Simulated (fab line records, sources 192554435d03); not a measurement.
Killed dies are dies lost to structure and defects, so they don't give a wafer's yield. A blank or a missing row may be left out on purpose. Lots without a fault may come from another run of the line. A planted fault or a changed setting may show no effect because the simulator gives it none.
Chamber matching | flow n5_finfet | N5_BEOL_M12_VIA_ETCH_16 on rie_diel-04: 4 sister chambers
The step etches SiOC in C4F8/O2/Ar, target depth 724.8 nm. 4 wafers are shown with their chamber, then 7 later ones without.

WAFERS WITH THEIR CHAMBER
wafer  | chamber | showerhead_plenum_p_Torr (Torr)
L084.1 | 3       | 3.24
L084.3 | 2       | 3.61
L090.1 | 0       | 3.36
L090.3 | 1       | 3.35

WAFERS WITHOUT THEIR CHAMBER
wafer  | showerhead_plenum_p_Torr (Torr)
L090.5 | 3.60
L093.1 | 3.35
L093.2 | 3.36
L093.4 | 3.35
L096.2 | 3.60
L096.4 | 3.35
L096.6 | 3.35

WHICH CHAMBER EACH WENT THROUGH
wafer  | from the rows above     | in truth
L090.5 | 2                       | 2
L093.1 | can't be placed: 1 or 0 | 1
L093.2 | can't be placed: 0 or 1 | 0
L093.4 | can't be placed: 1 or 0 | 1
L096.2 | 2                       | 2
L096.4 | can't be placed: 1 or 0 | 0
L096.6 | can't be placed: 1 or 0 | 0
Placed correctly: 2 of 7. Can't be placed from these rows: 5 (the true chamber is among the candidates in 5). Placed wrongly: 0.
How it was worked out, from the rows above alone: a wafer's distance from a chamber is the root of the sum, over the readings, of the square of ((its reading less the chamber's mean) divided by the reading's scatter). The wafer belongs to the nearest chamber; if the next one is less than 2 further off, it can't be placed. A chamber's mean is the mean of its shown wafers. The scatter: with one shown wafer a chamber, the root of the mean of the squares of how far each hidden wafer lies from its nearest shown one.
